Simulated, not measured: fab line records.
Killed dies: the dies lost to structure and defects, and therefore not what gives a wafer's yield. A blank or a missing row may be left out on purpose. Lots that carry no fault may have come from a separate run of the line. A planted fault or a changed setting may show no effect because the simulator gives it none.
fab line records	flow nandHarc
[record] lots = 13	wafers = 39	lastDay = 33
route steps=1302 shown A_DECK1_JOINT@518 A_ONON_D2@553 END@1302
lots untouched by any fault: they come from a run of this same line in which no faults occurred
startH: start of the lot's first displayed wafer, in hours after the record's first day	waitH: time in hours since the lot's previous step	" identical to the entry in the row above	L1.1+2: a row that stands for several wafers	- no value, or no start given	* or withheld: withheld	< > ~ a bound
route shown NAME@n: a module of which the file shows steps, and the number in the route of the first	usual: mean/standard deviation taken from wafers without a fault	same: alike in all rows	chamber/n: place in a boat	sites: per-site readings	_std_site: standard deviation of those values	_edge_site: inner sites' mean taken away from outer sites' mean	radiusMm: for every site, how far away it sits from the centre of the wafer	mask NAME#n: copy n	behind: the last tool/chamber to shape the wafer	hold: why the lot was held/for how many hours/how that ended	device: the transistor (n, p or np) that didn't switch	end of line: the route-end tests of the same wafers	a step with no rows: only its recipe	killed: at the first sort, the dies lost to defects and structure; wafer yield is something else	map: shows each die of a wafer: x if killed, . if not, _ if none is there
set.NAME: the setting as run; set.NAME@STEP: as run at that earlier step	model.NAME: the simulator's own value behind a step, which no gauge read
route steps across a sampled set of lots; one table per step, one row per wafer
services: a tool's chamber out of use, with start hour (startH, from the record's first day; less than 0 if before it), hours out, and reason
[[steps]]
[step NHARC_A_DECK1_JOINT_ETCHBACK_07]
[recipe] targetDepthA = 1050	timeS = 26.9	hbrFlowSccm = 150	rfW = 350	icpW = 350	biasW = 60	chemistry = HBr
[usual] drypumpMotorCurrentA = 6.1/0.41	oesProductAu = 1.006/0.0088	throttleValvePct = 23.268/0.0093
lot.wafer	tool	chamber	startH	waitH	drypumpMotorCurrentA	oesProductAu	rfHoursCounterH	throttleValvePct
L117.2	rieSi-02	2	238.33	0.1	5.9	1.007	0.9	23.273
L117.4	"	0	"	"	5.1	1.007	0.8	23.257
L117.3	"	1	"	"	6.3	1.001	0.7	23.258
L118.1	rieSi-02	2	251.97	0.1	5.9	1.005	1.0	23.261
L118.4	"	0	"	"	5.1	1.014	0.9	23.253
L118.2	"	1	"	"	6.3	1.004	0.8	23.284
L120.1	rieSi-02	1	266.93	0.1	6.3	1.009	0.9	23.254
L120.3	"	2	"	"	5.9	1.007	1.0	23.259
L120.4	"	0	"	"	5.0	1.001	1.0	23.273
L122.3	rieSi-03	3	280.66	0.1	6.1	1.004	0.3	23.274
L122.6	"	1	"	"	6.2	1.017	-	23.258
L122.4	"	0	"	"	6.4	1.009	-	23.265
L124.4	rieSi-02	1	318.81	0.1	6.3	1.009	0.1	23.270
L124.1	"	2	"	"	5.9	1.010	0.2	23.279
L124.3	"	3	"	"	6.6	1.016	0.2	23.266
L125.1	rieSi-03	1	318.83	0.1	6.2	1.008	0.7	23.267
L125.2	"	3	"	"	6.2	0.992	0.6	23.269
L125.5	"	1	"	"	6.2	0.998	-	23.272
L126.4	rieSi-02	1	327.60	0.1	6.3	1.001	0.2	23.267
L126.2	"	2	"	"	5.9	1.005	0.2	23.285
L126.5	"	0	"	"	5.0	1.008	-	23.252
L129.1	rieSi-05	2	354.53	0.1	6.4	1.000	0.2	23.259
L129.4	"	0	"	"	6.5	1.022	0.3	23.276
L129.2	"	1	"	"	5.6	1.018	0.2	23.258
L134.1	rieSi-05	3	408.48	0.1	6.1	1.010	0.6	23.277
L134.3	"	1	"	"	5.6	0.984	0.6	23.263
L134.5	"	3	"	"	6.1	1.008	-	23.278
L135.4	rieSi-05	2	415.82	0.1	6.4	1.001	0.6	23.260
L135.2	"	0	"	"	6.5	1.013	0.7	23.249
L135.6	"	2	"	"	6.4	1.001	-	23.266
L138.1	rieSi-05	0	450.78	0.1	6.5	1.001	0.9	23.272
L138.3	"	3	"	"	6.1	1.015	0.9	23.265
L138.5	"	0	"	"	6.4	0.988	-	23.271
L140.2	rieSi-05	3	457.39	0.1	6.0	1.028	1.0	23.270
L140.3	"	0	"	"	6.4	1.011	1.0	23.276
L140.4	"	2	"	"	6.4	1.019	0.9	23.259
L139.1	rieSi-03	1	457.40	0.1	6.2	0.988	0.3	23.273
L139.2	"	2	"	"	5.8	0.984	0.4	23.259
L139.5	"	0	"	"	6.4	0.997	-	23.272
[step NHARC_A_DECK1_JOINT_CMP_02]
[recipe] material = SiOx
[usual] motorCurrentA = 11.6/1.1
lot.wafer	tool	chamber	startH	waitH	motorCurrentA
L117.2	cmp-02	3	275.24	0.4	10.4
L117.4	"	0	"	"	9.9
L117.3	"	1	"	"	11.7
L118.2	cmp-01	2	282.18	0.4	11.8
L118.1	"	3	"	"	11.6
L118.4	"	1	"	"	11.6
L120.4	cmp-01	1	303.95	0.4	11.6
L120.3	"	3	"	"	11.6
L120.1	"	0	"	"	13.0
L122.3	cmp-02	0	318.11	0.4	9.9
L122.4	"	1	"	"	12.2
L122.6	"	3	"	"	10.2
L125.2	cmp-02	2	352.75	0.4	12.4
L125.1	"	3	"	"	10.0
L125.5	"	3	"	"	10.3
L124.4	cmp-03	0	352.80	0.4	10.9
L124.3	"	1	"	"	12.4
L124.1	"	2	"	"	12.5
L126.4	cmp-01	2	362.67	0.4	12.9
L126.2	"	0	"	"	13.0
L126.5	"	1	"	"	11.5
L129.1	cmp-01	2	389.61	0.4	12.0
L129.2	"	0	"	"	12.7
L129.4	"	1	"	"	11.0
L134.3	cmp-03	2	441.80	0.4	12.2
L134.1	"	1	"	"	12.6
L134.5	"	2	"	"	12.6
L135.4	cmp-03	2	454.24	0.4	12.8
L135.2	"	0	"	"	11.1
L135.6	"	1	"	"	11.7
L140.2	cmp-02	0	488.20	0.4	10.4
L140.4	"	1	"	"	11.7
L140.3	"	2	"	"	12.4
L139.2	cmp-01	3	488.23	0.4	11.5
L139.1	"	0	"	"	12.0
L139.5	"	2	"	"	12.4
L138.1	cmp-02	1	488.33	0.5	12.1
L138.3	"	0	"	"	9.7
L138.5	"	2	"	"	11.8
[step NHARC_A_ONON_D2_DEP_12]
[recipe] targetThkA = 10000	n2FlowSccm = 2750	n2oFlowSccm = 2000	nh3FlowSccm = 500	sih4FlowSccm = 210	tempC = 400
lot.wafer	tool	chamber	startH	waitH
L117.2+3+4	pecvdOnon-03	0	278.31	0.1
L118.1+2+4	pecvdOnon-04	0	285.21	0.1
L120.1+3+4	pecvdOnon-02	0	307.07	0.1
L122.3+4+6	pecvdOnon-02	0	321.25	0.2
L125.1+2+5	pecvdOnon-02	0	355.78	0.1
L124.1+3+4	pecvdOnon-04	0	355.83	0.1
L126.2+4+5	pecvdOnon-04	0	365.75	0.1
L129.1+2+4	pecvdOnon-03	0	392.65	0.1
L134.1+3+5	pecvdOnon-02	0	444.84	0.1
L135.2+4+6	pecvdOnon-02	0	457.44	0.1
L140.2+3+4	pecvdOnon-04	0	491.27	0.1
L139.1+2+5	pecvdOnon-03	0	491.41	0.1
L138.1+3+5	pecvdOnon-04	0	491.56	0.1
[step NHARC_A_ONON_D2_THK_MEAS_14]
[recipe] thkMeasGauge = ellipsometry
[usual] thkNm = 998/9.2
lot.wafer	tool	chamber	startH	waitH	hold	thkNm
L117.2	filmMetro-01	-	278.77	-	-	1008
L117.3	"	-	"	"	-	1009
L117.4	"	-	"	"	-	1007
L118.1	filmMetro-02	-	285.72	-	-	1011
L118.2	"	-	"	"	-	1009
L118.4	"	-	"	"	-	1012
L120.1	filmMetro-01	-	307.58	-	-	1002
L120.3	"	-	"	"	-	1002
L120.4	"	-	"	"	-	1001
L122.3	filmMetro-01	-	321.64	-	-	1002
L122.4	"	-	"	"	-	1003
L122.6	"	-	"	"	-	1003
L125.1	filmMetro-02	-	356.29	-	-	996
L125.2	"	-	"	"	-	998
L125.5	"	-	"	"	-	995
L124.1	filmMetro-01	-	356.34	-	-	994
L124.3	"	-	"	"	-	995
L124.4	"	-	"	"	-	995
L126.2	filmMetro-02	-	366.20	-	-	1012
L126.4	"	-	"	"	-	1011
L126.5	"	-	"	"	-	1012
L129.1	filmMetro-01	-	393.16	-	-	1009
L129.2	"	-	"	"	-	1011
L129.4	"	-	"	"	-	1011
L134.1	filmMetro-01	-	445.35	-	awaitDispo/0.2h/release	1515
L134.3	"	-	"	"	awaitDispo/0.2h/release	1516
L134.5	"	-	"	"	awaitDispo/0.2h/release	1515
L134.1	filmMetro-01	-	445.52	0.2	-	1514
L134.3	"	-	"	"	-	1515
L134.5	"	-	"	"	-	1514
L135.2	filmMetro-01	-	457.90	-	awaitDispo/0.2h/release	1482
L135.4	"	-	"	"	awaitDispo/0.2h/release	1485
L135.6	"	-	"	"	awaitDispo/0.2h/release	1482
L135.2	filmMetro-01	-	458.07	0.2	-	1482
L135.4	"	-	"	"	-	1483
L135.6	"	-	"	"	-	1483
L140.2	filmMetro-01	-	491.72	-	-	1005
L140.3	"	-	"	"	-	1005
L140.4	"	-	"	"	-	1007
L139.1	filmMetro-01	-	491.92	-	-	981
L139.2	"	-	"	"	-	980
L139.5	"	-	"	"	-	979
L138.1	filmMetro-02	-	492.08	-	-	994
L138.3	"	-	"	"	-	994
L138.5	"	-	"	"	-	995
[step NHARC_A_ONON_D2_THK_MEAS_30]
[recipe] thkMeasGauge = ellipsometry
[usual] thkNm = 998/9.9
lot.wafer	tool	chamber	startH	waitH	thkNm
L117.2	filmMetro-01	-	288.37	-	998
L117.3	"	-	"	"	1000
L117.4	"	-	"	"	1001
L118.1	filmMetro-01	-	295.95	-	1001
L118.2	"	-	"	"	1002
L118.4	"	-	"	"	1003
L120.1	filmMetro-02	-	317.73	-	1012
L120.3	"	-	"	"	1012
L120.4	"	-	"	"	1011
L122.3	filmMetro-01	-	332.07	-	1005
L122.4	"	-	"	"	1005
L122.6	"	-	"	"	1003
L125.1	filmMetro-02	-	365.95	-	1001
L125.2	"	-	"	"	1001
L125.5	"	-	"	"	1001
L124.1	filmMetro-01	-	365.96	-	999
L124.3	"	-	"	"	997
L124.4	"	-	"	"	995
L126.2	filmMetro-01	-	379.68	-	995
L126.4	"	-	"	"	995
L126.5	"	-	"	"	995
L129.1	filmMetro-01	-	406.20	-	993
L129.2	"	-	"	"	994
L129.4	"	-	"	"	993
L139.1	filmMetro-01	-	502.34	-	984
L139.2	"	-	"	"	983
L139.5	"	-	"	"	983
L140.2	filmMetro-02	-	502.38	-	997
L140.3	"	-	"	"	996
L140.4	"	-	"	"	996
L138.1	filmMetro-01	-	502.72	-	1002
L138.3	"	-	"	"	1001
L138.5	"	-	"	"	1001
[step NHARC_END_SORT_01]
[recipe] tempC = 25
[usual] defectLimitedYield = 91.5/2.7	killedAtArray = 52/19	killedAtOther = 0.9/1.3	killedAtPeriphery = 4/3.1	killedDies = 57/18	killedOpen = 3.2/1.7	killedShort = 2.3/1.4	sort_bin_2_pct = 2.9/1.2	sort_bin_3_pct = 0.6/0.42	sort_bin_4_pct = 4.9/1.5	sortNPass = 620/18	sortRimYieldPct = 93/4.3	sortYieldPct = 91.5/2.7
[same] grossDies = 677	sort_bin_5_pct[%] = 0	sort_bin_6_pct[%] = 0	sort_bin_7_pct[%] = 0	sort_bin_8_pct[%] = 0	sortRimNGross = 106.00
lot.wafer	tool	chamber	startH	waitH	defectLimitedYield[%]	killedAtArray	killedAtOther	killedAtPeriphery	killedDies	killedOpen	killedShort	sort_bin_2_pct[%]	sort_bin_3_pct[%]	sort_bin_4_pct[%]	sortNPass	sortRimYieldPct[%]	sortYieldPct[%]
L117.2	prober-02	0	569.63	2.8	93.5	35	0	9	44	4	0	2.5	0.1	3.8	633	93	93.5
L117.3	prober-02	0	570.43	3.1	92.6	46	0	4	50	5	1	2.5	0.1	4.7	627	90	92.6
L117.4	prober-02	0	571.23	3.4	93.4	37	0	8	45	1	2	2.4	0.4	3.8	632	94	93.4
L118.1	prober-01	0	576.54	2.5	89.5	64	1	6	71	4	2	3.2	0.7	6.5	606	93	89.5
L118.2	prober-01	0	577.33	2.8	91.1	52	0	8	60	2	2	3.1	0.6	5.2	617	92	91.1
L118.4	prober-01	0	578.91	3.4	87.0	82	1	5	88	1	2	4.7	1.3	6.9	589	98	87.0
L120.1	prober-01	0	603.71	2.5	91.0	52	0	9	61	4	0	3.8	0.9	4.3	616	97	91.0
L120.3	prober-01	0	605.32	3.1	91.6	50	2	5	57	1	2	3.1	1.2	4.1	620	88	91.6
L120.4	prober-01	0	606.12	3.4	91.1	53	2	5	60	2	6	3.5	0.4	4.9	617	98	91.1
L122.3	prober-02	0	605.32	3.1	93.6	41	1	1	43	4	1	1.3	1.0	4.0	634	97	93.6
L122.4	prober-02	0	606.11	3.3	94.2	37	0	2	39	5	2	1.6	0.6	3.5	638	84	94.2
L122.6	prober-02	0	607.67	3.9	93.6	41	0	2	43	9	0	1.9	0.4	4.0	634	91	93.6
L124.1	prober-02	0	647.19	2.5	90.1	60	5	2	67	1	3	4.4	0.4	5.0	610	97	90.1
L124.3	prober-02	0	648.78	3.1	90.7	55	4	4	63	3	2	2.8	0.7	5.8	614	95	90.7
L124.4	prober-02	0	649.58	3.4	90.8	57	3	2	62	5	2	3.8	0.9	4.4	615	98	90.8
L126.2	prober-01	0	655.10	2.8	93.1	44	0	3	47	2	3	1.9	1.2	3.8	630	91	93.1
L126.4	prober-01	0	656.68	3.4	92.2	50	0	3	53	2	3	2.8	0.4	4.6	624	87	92.2
L126.5	prober-01	0	657.47	3.7	92.9	45	1	2	48	3	5	2.4	0.3	4.4	629	89	92.9
L125.1	prober-01	0	662.05	2.5	95.0	30	2	2	34	3	3	1.9	0.1	3.0	643	87	95.0
L125.2	prober-01	0	662.83	2.8	91.6	49	1	7	57	4	1	2.7	0.3	5.5	620	97	91.6
L125.5	prober-01	0	665.20	3.6	95.9	24	1	3	28	5	2	1.6	0.3	2.2	649	93	95.9
L129.1	prober-02	0	672.42	2.5	96.9	17	0	4	21	3	3	0.9	0.3	1.9	656	96	96.9
L129.2	prober-02	0	673.21	2.8	96.9	20	0	1	21	1	4	1.2	0.3	1.6	656	98	96.9
L129.4	prober-02	0	674.81	3.4	96.5	21	0	3	24	3	2	1.8	0.1	1.6	653	95	96.5
L140.2	prober-02	0	781.72	2.8	92.6	45	2	3	50	1	1	2.4	0.3	4.7	627	92	92.6
L140.3	prober-02	0	782.52	3.1	90.8	57	4	1	62	2	2	1.9	0.9	6.4	615	97	90.8
L140.4	prober-02	0	783.33	3.4	93.9	36	2	3	41	4	4	1.5	0.6	4.0	636	89	93.9
L138.1	prober-01	0	784.41	2.5	89.1	73	0	1	74	3	3	3.4	1.2	6.4	603	90	89.1
L138.3	prober-01	0	785.98	3.1	90.8	59	1	2	62	4	1	3.0	1.3	4.9	615	90	90.8
L138.5	prober-01	0	787.56	3.6	91.0	58	0	3	61	4	1	3.7	0.4	4.9	616	86	91.0
L139.1	prober-01	0	793.78	2.5	94.7	34	2	0	36	5	2	1.9	0.3	3.1	641	90	94.7
L139.2	prober-01	0	794.57	2.8	91.3	55	2	2	59	2	4	1.3	1.6	5.8	618	97	91.3
L139.5	prober-01	0	796.95	3.7	91.7	53	1	2	56	3	2	3.0	0.1	5.2	621	98	91.7
// killed by level:class
L117.2 A_SLIT:chamberFilmFlake=20 A_CHANNEL_HOLE_D2:chamberFilmFlake=6 P_STI:chamberFilmFlake=5 A_CONTACT:chamberFilmFlake=3 P_ZERO_WELL:chamberFilmFlake=2 P_CONTACT:geometricParticle:open=1 A_ONON_D2:geometricParticle:open=1 A_WL_FILL:geometricParticle:open=1
L117.3 A_CHANNEL_HOLE_D2:chamberFilmFlake=19 A_SLIT:chamberFilmFlake=12 A_STAIRCASE:chamberFilmFlake=5 P_STI:chamberFilmFlake=2 A_ZERO_WELL:chamberFilmFlake=2 A_CHANNEL_HOLE_D1:chamberFilmFlake=2 P_M1:geometricParticle:open=1 A_DECK1_JOINT:geometricParticle:short=1
L117.4 A_SLIT:chamberFilmFlake=25 P_STI:chamberFilmFlake=6 A_STAIRCASE:chamberFilmFlake=4 A_CHANNEL_HOLE_D2:chamberFilmFlake=3 P_CONTACT:chamberFilmFlake=2 A_CHANNEL_FILL_D2:geometricParticle:short=1 A_CHANNEL_FILL_D2:geometricParticle:open=1 A_WL_FILL:geometricParticle:short=1
L118.1 A_SLIT:chamberFilmFlake=25 A_CHANNEL_HOLE_D1:chamberFilmFlake=22 A_CHANNEL_HOLE_D2:chamberFilmFlake=6 A_CONTACT:chamberFilmFlake=3 P_BONDPAD:chamberFilmFlake=3 A_WL_FILL:geometricParticle:open=2 A_WL_FILL:chamberFilmFlake=2 A_BONDPAD:chamberFilmFlake=2
L118.2 A_CHANNEL_HOLE_D1:chamberFilmFlake=29 A_SLIT:chamberFilmFlake=9 A_CHANNEL_HOLE_D2:chamberFilmFlake=7 P_BONDPAD:chamberFilmFlake=3 A_ONON_D1:geometricParticle:open=2 P_ZERO_WELL:chamberFilmFlake=2 A_STAIRCASE:chamberFilmFlake=2 P_M0:geometricParticle:short=1
L118.4 A_CHANNEL_HOLE_D1:chamberFilmFlake=36 A_SLIT:chamberFilmFlake=30 A_BONDPAD:chamberFilmFlake=4 P_BONDPAD:chamberFilmFlake=3 A_CONTACT:chamberFilmFlake=3 A_CHANNEL_HOLE_D2:chamberFilmFlake=3 P_ZERO_WELL:chamberFilmFlake=2 A_WL_FILL:chamberFilmFlake=2
L120.1 A_CHANNEL_HOLE_D1:chamberFilmFlake=33 P_GATE:chamberFilmFlake=6 A_CHANNEL_HOLE_D2:chamberFilmFlake=6 A_CONTACT:chamberFilmFlake=5 P_CONTACT:geometricParticle:open=2 A_BLC:geometricParticle:open=2 A_STAIRCASE:chamberFilmFlake=2 P_ZERO_WELL:chamberFilmFlake=1
L120.3 A_CHANNEL_HOLE_D1:chamberFilmFlake=33 A_CHANNEL_HOLE_D2:chamberFilmFlake=8 P_GATE:chamberFilmFlake=5 A_STAIRCASE:chamberFilmFlake=3 A_ZERO_WELL:chamberFilmFlake=2 A_ONON_D1:geometricParticle:open=1 A_DECK1_JOINT:geometricParticle:short=1 STARTING-WAFER:geometricParticle:short=1
L122.3 A_SLIT:chamberFilmFlake=22 A_CHANNEL_HOLE_D2:chamberFilmFlake=8 A_CONTACT:chamberFilmFlake=2 P_M0:geometricParticle:open=1 A_ONON_D2:geometricParticle:open=1 A_CHANNEL_FILL_D2:geometricParticle:short=1 A_CHANNEL_FILL_D2:geometricParticle:open=1 A_BLC:geometricParticle:open=1
L122.4 A_SLIT:chamberFilmFlake=13 A_CHANNEL_HOLE_D2:chamberFilmFlake=6 A_CONTACT:chamberFilmFlake=3 A_CHANNEL_HOLE_D1:chamberFilmFlake=2 A_DECK1_JOINT:chamberFilmFlake=2 A_STAIRCASE:chamberFilmFlake=2 P_M1:geometricParticle:open=1 A_CHANNEL_HOLE_D1:geometricParticle:open=1
L120.4 A_CHANNEL_HOLE_D1:chamberFilmFlake=33 A_CHANNEL_HOLE_D2:chamberFilmFlake=9 P_GATE:chamberFilmFlake=3 A_CONTACT:chamberFilmFlake=3 P_CONTACT:geometricParticle:short=1 A_CHANNEL_FILL_D1:geometricParticle:short=1 A_DECK1_JOINT:geometricParticle:short=1 A_ONON_D2:geometricParticle:short=1
L122.6 A_CHANNEL_HOLE_D2:chamberFilmFlake=12 A_SLIT:chamberFilmFlake=10 A_CHANNEL_HOLE_D1:chamberFilmFlake=4 A_STAIRCASE:chamberFilmFlake=3 A_DECK1_JOINT:geometricParticle:open=2 A_M0:geometricParticle:open=2 A_WL_FILL:chamberFilmFlake=2 A_CONTACT:chamberFilmFlake=2
L124.1 A_CHANNEL_HOLE_D1:chamberFilmFlake=29 A_CHANNEL_HOLE_D2:chamberFilmFlake=27 THIN_TSV:chamberFilmFlake=5 P_GATE:geometricParticle:short=1 P_M0:geometricParticle:short=1 A_CHANNEL_FILL_D1:geometricParticle:open=1 A_WL_FILL:geometricParticle:short=1 A_SLIT:chamberFilmFlake=1
L124.3 A_CHANNEL_HOLE_D1:chamberFilmFlake=25 A_CHANNEL_HOLE_D2:chamberFilmFlake=18 THIN_TSV:chamberFilmFlake=4 A_CHANNEL_FILL_D1:geometricParticle:short=2 P_GATE:chamberFilmFlake=2 A_CHANNEL_FILL_D1:chamberFilmFlake=2 A_CONTACT:chamberFilmFlake=2 A_M0:chamberFilmFlake=2
L124.4 A_CHANNEL_HOLE_D2:chamberFilmFlake=25 A_CHANNEL_HOLE_D1:chamberFilmFlake=22 A_CONTACT:chamberFilmFlake=3 THIN_TSV:chamberFilmFlake=2 P_ZERO_WELL:geometricParticle:short=1 P_CONTACT:geometricParticle:open=1 A_ONON_D2:geometricParticle:open=1 A_CHANNEL_FILL_D2:geometricParticle:short=1
L126.2 A_SLIT:chamberFilmFlake=17 A_CHANNEL_HOLE_D2:chamberFilmFlake=14 A_CHANNEL_HOLE_D1:chamberFilmFlake=4 A_CONTACT:chamberFilmFlake=3 P_CONTACT:chamberFilmFlake=2 A_STAIRCASE:chamberFilmFlake=2 P_M0:geometricParticle:open=1 A_CHANNEL_FILL_D2:geometricParticle:short=1
L126.4 A_SLIT:chamberFilmFlake=17 A_CHANNEL_HOLE_D2:chamberFilmFlake=15 A_STAIRCASE:chamberFilmFlake=8 A_DECK1_JOINT:chamberFilmFlake=4 P_CONTACT:chamberFilmFlake=3 A_ONON_D1:geometricParticle:open=1 A_ONON_D1:geometricParticle:short=1 A_ONON_D2:geometricParticle:open=1
L126.5 A_SLIT:chamberFilmFlake=16 A_CHANNEL_HOLE_D2:chamberFilmFlake=12 A_CHANNEL_HOLE_D1:chamberFilmFlake=6 A_WL_FILL:geometricParticle:short=2 P_CONTACT:chamberFilmFlake=2 A_STAIRCASE:chamberFilmFlake=2 A_CHANNEL_HOLE_D1:geometricParticle:short=1 A_CHANNEL_HOLE_D1:geometricParticle:open=1
L125.1 A_SLIT:chamberFilmFlake=13 A_CONTACT:chamberFilmFlake=5 A_CHANNEL_HOLE_D2:chamberFilmFlake=4 A_DECK1_JOINT:geometricParticle:short=2 A_STAIRCASE:chamberFilmFlake=2 THIN_TSV:chamberFilmFlake=2 P_GATE:geometricParticle:open=1 P_M0:geometricParticle:open=1
L125.2 A_SLIT:chamberFilmFlake=31 A_CHANNEL_HOLE_D2:chamberFilmFlake=6 A_CHANNEL_HOLE_D1:chamberFilmFlake=4 P_GATE:chamberFilmFlake=3 P_M0:geometricParticle:open=1 A_ONON_D1:geometricParticle:open=1 A_ONON_D2:geometricParticle:open=1 A_WL_FILL:geometricParticle:short=1
L125.5 A_SLIT:chamberFilmFlake=13 A_CONTACT:chamberFilmFlake=3 A_ONON_D1:geometricParticle:open=2 P_M0:geometricParticle:open=1 A_CHANNEL_FILL_D2:geometricParticle:open=1 A_WL_FILL:geometricParticle:short=1 A_CONTACT:geometricParticle:open=1 A_M0:geometricParticle:short=1
L129.1 P_STI:chamberFilmFlake=3 A_WL_FILL:chamberFilmFlake=3 A_ONON_D1:geometricParticle:short=2 A_STAIRCASE:chamberFilmFlake=2 A_SLIT:chamberFilmFlake=2 A_CONTACT:chamberFilmFlake=2 A_CHANNEL_FILL_D1:geometricParticle:open=1 A_ONON_D2:geometricParticle:open=1
L129.2 A_CHANNEL_HOLE_D1:chamberFilmFlake=6 A_CONTACT:chamberFilmFlake=6 A_SLIT:chamberFilmFlake=3 P_CONTACT:geometricParticle:short=1 A_ONON_D1:geometricParticle:short=1 A_CHANNEL_FILL_D1:geometricParticle:short=1 A_BLC:geometricParticle:short=1 A_BLC:geometricParticle:open=1
L129.4 A_CHANNEL_HOLE_D1:chamberFilmFlake=6 A_CONTACT:chamberFilmFlake=6 A_STAIRCASE:chamberFilmFlake=3 P_GATE:chamberFilmFlake=2 P_STI:geometricParticle:short=1 A_ONON_D1:geometricParticle:short=1 A_CHANNEL_FILL_D2:geometricParticle:open=1 A_CONTACT:geometricParticle:open=1
L140.2 A_CHANNEL_HOLE_D1:chamberFilmFlake=18 A_CHANNEL_HOLE_D2:chamberFilmFlake=12 A_CONTACT:chamberFilmFlake=6 A_SLIT:chamberFilmFlake=5 P_GATE:chamberFilmFlake=3 A_STAIRCASE:chamberFilmFlake=2 THIN_TSV:chamberFilmFlake=2 A_WL_FILL:geometricParticle:short=1
L140.3 A_CHANNEL_HOLE_D2:chamberFilmFlake=20 A_SLIT:chamberFilmFlake=15 A_CHANNEL_HOLE_D1:chamberFilmFlake=13 THIN_TSV:chamberFilmFlake=4 A_CONTACT:chamberFilmFlake=3 A_WL_FILL:chamberFilmFlake=3 P_M1:geometricParticle:open=1 A_ONON_D1:geometricParticle:short=1
L140.4 A_CHANNEL_HOLE_D2:chamberFilmFlake=12 A_SLIT:chamberFilmFlake=8 A_CHANNEL_HOLE_D1:chamberFilmFlake=5 A_CONTACT:chamberFilmFlake=4 P_M0:geometricParticle:open=1 P_M2:geometricParticle:short=1 A_ONON_D1:geometricParticle:short=1 A_CHANNEL_HOLE_D1:geometricParticle:open=1
L138.1 A_SLIT:chamberFilmFlake=31 A_CHANNEL_HOLE_D1:chamberFilmFlake=16 A_CHANNEL_HOLE_D2:chamberFilmFlake=14 A_CONTACT:chamberFilmFlake=4 A_CHANNEL_FILL_D2:chamberFilmFlake=3 P_CONTACT:geometricParticle:open=1 A_SOURCE_PLATE:geometricParticle:short=1 A_ONON_D1:geometricParticle:short=1
L138.3 A_CHANNEL_HOLE_D2:chamberFilmFlake=26 A_SLIT:chamberFilmFlake=14 A_CHANNEL_HOLE_D1:chamberFilmFlake=7 A_CONTACT:chamberFilmFlake=6 P_GATE:chamberFilmFlake=2 A_SOURCE_PLATE:geometricParticle:short=1 A_DECK1_JOINT:geometricParticle:open=1 A_CONTACT:geometricParticle:open=1
L138.5 A_CHANNEL_HOLE_D1:chamberFilmFlake=21 A_SLIT:chamberFilmFlake=11 A_CONTACT:chamberFilmFlake=10 A_CHANNEL_HOLE_D2:chamberFilmFlake=8 A_CHANNEL_FILL_D2:chamberFilmFlake=3 A_SOURCE_PLATE:geometricParticle:open=1 A_ONON_D1:geometricParticle:open=1 A_ONON_D2:geometricParticle:short=1
L139.1 A_SLIT:chamberFilmFlake=12 A_CONTACT:chamberFilmFlake=12 A_CHANNEL_FILL_D1:geometricParticle:open=1 A_DECK1_JOINT:geometricParticle:short=1 A_ONON_D2:geometricParticle:short=1 A_CHANNEL_HOLE_D2:geometricParticle:open=1 A_CHANNEL_FILL_D2:geometricParticle:open=1 A_WL_FILL:geometricParticle:open=1
L139.2 A_SLIT:chamberFilmFlake=35 A_CONTACT:chamberFilmFlake=7 A_CHANNEL_FILL_D1:chamberFilmFlake=2 A_DECK1_JOINT:chamberFilmFlake=2 THIN_TSV:chamberFilmFlake=2 P_GATE:geometricParticle:open=1 A_SOURCE_PLATE:geometricParticle:short=1 A_ONON_D1:geometricParticle:short=1
L139.5 A_SLIT:chamberFilmFlake=34 A_CONTACT:chamberFilmFlake=8 A_CHANNEL_FILL_D2:chamberFilmFlake=3 A_STAIRCASE:chamberFilmFlake=2 P_GATE:geometricParticle:open=1 A_CHANNEL_HOLE_D1:geometricParticle:open=1 A_DECK1_JOINT:geometricParticle:short=1 A_CHANNEL_FILL_D2:geometricParticle:short=1
[[services]]
tool	chamber	startH	hours	kind
rieSi-03	-	221.00	9.0	pm
pecvdOnon-03	-	227.00	13.0	pm
cmp-02	-	233.90	4.0	pm
cmp-02	-	238.35	1.1	repair
cmp-03	-	244.37	1.5	repair
rieSi-03	-	271.45	0.9	repair
cmp-02	-	271.66	1.2	repair
rieSi-02	-	277.00	9.0	pm
cmp-01	-	285.24	4.0	pm
rieSi-05	-	305.00	9.0	pm
pecvdOnon-04	-	311.34	13.0	pm
cmp-01	-	319.00	0.9	repair
cmp-02	-	327.47	0.6	repair
cmp-02	-	331.90	4.0	pm
pecvdOnon-02	-	366.00	13.0	pm
cmp-01	-	383.24	4.0	pm
cmp-01	-	421.92	0.3	repair
cmp-01	-	423.87	0.8	repair
cmp-02	-	429.90	4.0	pm
rieSi-05	2	435.11	7.9	repair
cmp-02	-	436.64	0.9	repair
rieSi-02	-	454.00	9.0	pm
cmp-01	-	481.24	4.0	pm
rieSi-05	-	482.00	9.0	pm
[[key]]
[firstSign] step = NHARC_A_ONON_D2_THK_MEAS_14	reading = visit	direction = added
[effect] step = NHARC_A_ONON_D2_THK_MEAS_14	reading = thkNm	direction = up	sigmas = 54	usual = 998	struck = 1499
metAt NHARC_A_ONON_D2_DEP_12
struckLots L134,L135
scrappedBehind NHARC_A_ONON_D2_THK_MEAS_14 L134.1,L134.3,L134.5,L135.2,L135.4,L135.6
notActingAt NHARC_A_DECK1_JOINT_ETCHBACK_07,NHARC_A_DECK1_JOINT_CMP_02,NHARC_A_ONON_D2_THK_MEAS_30
onsetBetween 355.78 444.84
[fault] kind = processParameterDrift	tool = pecvdOnon-02	chamber = -	onsetH = 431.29	steps = NHARC_A_ONON_D2_DEP_12	channel = targetThkA	offset = *	shape = step	endH = 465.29	actsIn = *	stated = *
